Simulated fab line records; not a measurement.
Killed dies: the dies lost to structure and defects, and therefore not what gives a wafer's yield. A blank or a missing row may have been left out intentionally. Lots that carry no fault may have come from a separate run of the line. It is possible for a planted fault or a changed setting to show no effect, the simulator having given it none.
The tool behind it: which one? -- flow nandHarc -- Sampling: 13 lots, 39 wafers, 5 of 1302 route steps

== WHAT EACH GAUGE READ, for each wafer ==
NHARC_A_SGD_CUT_THK_MEAS_22: measures by ellipsometry. Usual: thkNm at 148.3 nm, with a standard deviation of 1.6.
lot,measured,on,thkNm (nm),flag
L855,day 20 05:49,filmMetro-01,148.0 149.0 147.5,
L857,day 20 05:51,filmMetro-02,148.1 148.0 147.4,
L858,day 20 17:11,filmMetro-02,148.5 153.5 147.4,
L859,day 21 10:05,filmMetro-02,149.5 147.1 148.1,
L860,day 21 17:58,filmMetro-01,149.3 148.0 149.7,
L862,day 23 06:46,filmMetro-01,149.8 147.2 149.7,
L863,day 23 15:11,filmMetro-02,149.0 149.1 150.0,
L865,day 23 15:12,filmMetro-02,146.2 146.8 149.8,
L864,day 23 15:12,filmMetro-01,148.5 148.0 146.7,
L866,day 24 12:30,filmMetro-02,150.2 148.9 150.3,
L868,day 24 12:29,filmMetro-01,148.9 148.5 150.2,
L871,day 26 10:29,filmMetro-02,145.3 149.3 147.5,
L874,day 28 02:03,filmMetro-01,146.3 149.5 148.5,

NHARC_END_SORT_01. Usual: killedAtArray 64, standard deviation 18; killedAtOther 0.8, standard deviation 1.1; killedAtPeriphery 3.8, standard deviation 2.7; killedDies 68, standard deviation 18; killedOpen 3.3, standard deviation 1.9; killedShort 2.3, standard deviation 1.8.
lot,measured,on,killedAtArray,killedAtOther,killedAtPeriphery,killedDies,killedOpen,killedShort,flag
L871,day 31 15:59,prober-01,67 78 72,1 1 3,2 0 3,70 79 78,5 2 3,0 1 4,

== EACH LOT AND THE TOOL THAT RAN IT (in order: tool; ch and the chambers of the sampled wafers; start) ==
lot,NHARC_A_SGD_CUT_ETCH_15,NHARC_A_SGD_CUT_ETCH_16,NHARC_A_SLIT_SOFTBAKE_04
L855,"rieDiel-09 ch 0,1,3, day 20 05:49 or earlier","rieDiel-09 ch 0,2,3, day 20 05:49 or earlier","lithoTrack-06 ch 0, day 20 10:00"
L857,"rieDiel-12 ch 1,2, day 20 05:51 or earlier","rieDiel-12 ch 0,1,3, day 20 05:51 or earlier","lithoTrack-04 ch 0, day 20 10:00"
L858,"rieDiel-10 ch 0,1,3, day 20 17:11 or earlier","rieDiel-10 ch 0,2,3, day 20 17:11 or earlier","lithoTrack-01 ch 0, day 20 22:00"
L859,"rieDiel-09 ch 0,1,3, day 21 10:05 or earlier","rieDiel-09 ch 0,1,3, day 21 10:05 or earlier","lithoTrack-06 ch 0, day 21 17:00"
L860,"rieDiel-10 ch 0,1,3, day 21 17:58 or earlier","rieDiel-10 ch 0,3, day 21 17:58 or earlier","lithoTrack-06 ch 0, day 21 23:00"
L862,"rieDiel-12 ch 0,2,3, day 23 06:46 or earlier","rieDiel-12 ch 0,1,2, day 23 06:46 or earlier","lithoTrack-06 ch 0, day 23 13:00"
L863,"rieDiel-12 ch 2,3, day 23 15:11 or earlier","rieDiel-12 ch 0,2,3, day 23 15:11 or earlier","lithoTrack-01 ch 0, day 23 20:00"
L865,"rieDiel-09 ch 2,3, day 23 15:12 or earlier","rieDiel-09 ch 2,3, day 23 15:12 or earlier","lithoTrack-01 ch 0, day 23 21:00"
L864,"rieDiel-10 ch 0,1,2, day 23 15:12 or earlier","rieDiel-10 ch 0,1,3, day 23 15:12 or earlier","lithoTrack-06 ch 0, day 23 20:00"
L866,"rieDiel-10 ch 0,2,3, day 24 12:30 or earlier","rieDiel-10 ch 0,1,3, day 24 12:30 or earlier","lithoTrack-04 ch 0, day 24 18:00"
L868,"rieDiel-09 ch 0,2,3, day 24 12:29 or earlier","rieDiel-09 ch 0,2,3, day 24 12:29 or earlier","lithoTrack-04 ch 0, day 24 17:00"
L871,"rieDiel-09 ch 0,2,3, day 26 10:29 or earlier","rieDiel-09 ch 0,1, day 26 10:29 or earlier","lithoTrack-06 ch 0, day 26 21:00"
L874,"rieDiel-09 ch 1,2,3, day 28 02:03 or earlier","rieDiel-09 ch 1,2,3, day 28 02:03 or earlier","lithoTrack-06 ch 0, day 28 07:00"
- NHARC_A_SGD_CUT_ETCH_15: etches the open film in CH3F/O2, target depth 75 nm, time 64.3 s.
- NHARC_A_SGD_CUT_ETCH_16: etches the open film in C4F8/O2/Ar, target depth 310.5 nm, time 155.2 s.
- NHARC_A_SLIT_SOFTBAKE_04: time 55 s.

== WHAT THE TOOLS THEMSELVES READ (means of the sampled wafers that have a number; where no wafer has one, the mark that the record gives instead) ==
NHARC_A_SGD_CUT_ETCH_15. Usual: drypumpMotorCurrentA 5.7 A, standard deviation 0.51; oesProductAu 0.954 a.u., standard deviation 0.021; rfFwdPowerW 494.3 W, standard deviation 2; rfVppV 263.9 V, standard deviation 1.4; showerheadPlenumPTorr 2.47 Torr, standard deviation 0.084; throttleValvePct 20.661 %, standard deviation 0.0086.
lot,tool,drypumpMotorCurrentA (A),oesProductAu (a.u.),rfFwdPowerW (W),rfVppV (V),showerheadPlenumPTorr (Torr),throttleValvePct (%),flag
L855,rieDiel-09,5.7,0.960,494.0,264.3,2.49,20.648,
L857,rieDiel-12,6.2,0.983,496.5,262.7,2.41,20.673,
L858,rieDiel-10,5.7,0.967,492.9,263.4,2.39,20.666,
L859,rieDiel-09,5.6,0.957,495.2,264.0,2.49,20.658,
L860,rieDiel-10,5.7,0.966,494.9,262.5,2.39,20.662,
L862,rieDiel-12,5.9,0.926,494.9,264.3,2.46,20.669,
L863,rieDiel-12,6.3,0.949,492.7,263.4,2.40,20.666,
L865,rieDiel-09,5.0,0.946,495.3,263.7,2.46,20.669,
L864,rieDiel-10,5.5,0.967,492.9,263.9,2.46,20.663,
L866,rieDiel-10,5.8,0.964,494.4,263.6,2.45,20.661,
L868,rieDiel-09,5.3,0.941,494.3,264.7,2.47,20.663,
L871,rieDiel-09,5.3,0.920,493.7,263.3,2.47,20.656,
L874,rieDiel-09,5.5,0.964,496.0,264.8,2.52,20.661,

NHARC_A_SGD_CUT_ETCH_16. Usual: oesProductAu 0.966 a.u., standard deviation 0.016; rfFwdPowerW 596.9 W, standard deviation 1.9; rfVppV 724 V, standard deviation 3.4.
lot,tool,oesProductAu (a.u.),rfFwdPowerW (W),rfVppV (V),flag
L855,rieDiel-09,0.972,595.9,724,
L857,rieDiel-12,0.980,597.5,724,
L858,rieDiel-10,0.975,596.4,722,
L859,rieDiel-09,0.968,597.2,724,
L860,rieDiel-10,0.973,595.4,720,
L862,rieDiel-12,0.947,596.8,723,
L863,rieDiel-12,0.982,598.6,723,
L865,rieDiel-09,0.954,598.0,726,
L864,rieDiel-10,0.977,596.9,721,
L866,rieDiel-10,0.966,596.2,720,
L868,rieDiel-09,0.952,598.8,724,
L871,rieDiel-09,0.939,595.1,727,
L874,rieDiel-09,0.973,597.4,726,

NHARC_A_SLIT_SOFTBAKE_04. Usual: heaterPowerTotalW at 188.43 W, with a standard deviation of 0.13.
lot,tool,heaterPowerTotalW (W),flag
L855,lithoTrack-06,188.51,
L857,lithoTrack-04,188.50,
L858,lithoTrack-01,188.31,
L859,lithoTrack-06,188.35,
L860,lithoTrack-06,188.34,
L862,lithoTrack-06,188.46,
L863,lithoTrack-01,188.49,
L865,lithoTrack-01,188.48,
L864,lithoTrack-06,188.40,
L866,lithoTrack-04,188.35,
L868,lithoTrack-04,188.40,
L871,lithoTrack-06,181.68,OFF
L874,lithoTrack-06,181.61,OFF

== THE ANSWER, worked out from the rows above alone ==
Rule: a lot is off if the mean of its wafers that have a number lies more than 3 standard deviations from the usual mean. Also off: a lot with no number at a reading for which 4 or more lots have one. Where the step has rows for the other lots, those lots are counted as sound. The gauges are gone through in route order, then the tools' own readings, and for those a lot's mean is taken as printed above. At the first step where some lot is off, the reading lying furthest off is the one used; lots without a number count as furthest.
Off at NHARC_A_SLIT_SOFTBAKE_04 (heaterPowerTotalW): L871, L874.
If a tool, at that step or one of the process steps before it, ran each lot that is off and ran no sound lot following the first of them, it fits. NHARC_A_SGD_CUT_ETCH_15: start missing for some lots; hours and lot order therefore follow NHARC_A_SGD_CUT_THK_MEAS_22. NHARC_A_SGD_CUT_ETCH_16: start missing for some lots; hours and lot order therefore follow NHARC_A_SGD_CUT_THK_MEAS_22. This does not decide it: 2 tools fit, namely rieDiel-09 at NHARC_A_SGD_CUT_ETCH_15 and NHARC_A_SGD_CUT_ETCH_16 and lithoTrack-06 at NHARC_A_SLIT_SOFTBAKE_04.

== WHAT WAS PUT IN BY THE SIMULATOR ==
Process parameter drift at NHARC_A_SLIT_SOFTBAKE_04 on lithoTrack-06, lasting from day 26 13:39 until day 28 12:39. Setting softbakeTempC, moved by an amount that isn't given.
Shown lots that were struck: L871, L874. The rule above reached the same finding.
